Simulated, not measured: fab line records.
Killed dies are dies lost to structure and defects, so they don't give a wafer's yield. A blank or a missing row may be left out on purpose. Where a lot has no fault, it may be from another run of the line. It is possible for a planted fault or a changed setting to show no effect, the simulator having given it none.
Matching of chambers + flow n5 finfet + N5_BEOL_M4_PRE_CLEAN_60 on cvd co-01 has 3 sister chambers
The step time 15 s. 6 wafers are shown with their chamber, then 11 later ones without.

== EACH WAFER AND ITS CHAMBER ==
| wafer  | chamber | heater power w (W) |
|--------|---------|--------------------|
| L084.2 | 1       | 89                 |
| L084.5 | 2       | 99                 |
| L085.1 | 1       | 92                 |
| L085.4 | 2       | 103                |
| L085.5 | 0       | 79                 |
| L087.1 | 0       | 77                 |

== WAFERS WHOSE CHAMBER IS MISSING ==
| wafer  | heater power w (W) |
|--------|--------------------|
| L087.5 | 100                |
| L087.6 | 78                 |
| L090.4 | 106                |
| L090.5 | 90                 |
| L090.6 | 77                 |
| L092.1 | 76                 |
| L092.2 | 101                |
| L092.3 | 89                 |
| L096.2 | 101                |
| L096.4 | 89                 |
| L096.5 | 74                 |

== WHICH CHAMBER EACH WENT THROUGH ==
| wafer  | from the rows above | in truth |
|--------|---------------------|----------|
| L087.5 | 2                   | 2        |
| L087.6 | 0                   | 0        |
| L090.4 | 2                   | 2        |
| L090.5 | 1                   | 1        |
| L090.6 | 0                   | 0        |
| L092.1 | 0                   | 0        |
| L092.2 | 2                   | 2        |
| L092.3 | 1                   | 1        |
| L096.2 | 2                   | 2        |
| L096.4 | 1                   | 1        |
| L096.5 | 0                   | 0        |
Correctly placed: 11 of 11. From these rows, 0 cannot be placed. Number placed wrongly: 0.
How it was worked out, from the rows above alone: a wafer's distance from a chamber is the root of the sum, over the readings, of the square of ((its reading less the chamber's mean) divided by the reading's scatter). If the next closest chamber is less than 2 further off than the closest, the wafer can't be placed; otherwise it belongs to the closest. A chamber's mean is the mean of its shown wafers. The scatter: take each reading less its chamber's mean, square it, sum over the shown wafers, divide by the number of wafers less the number of chambers, and take the root.
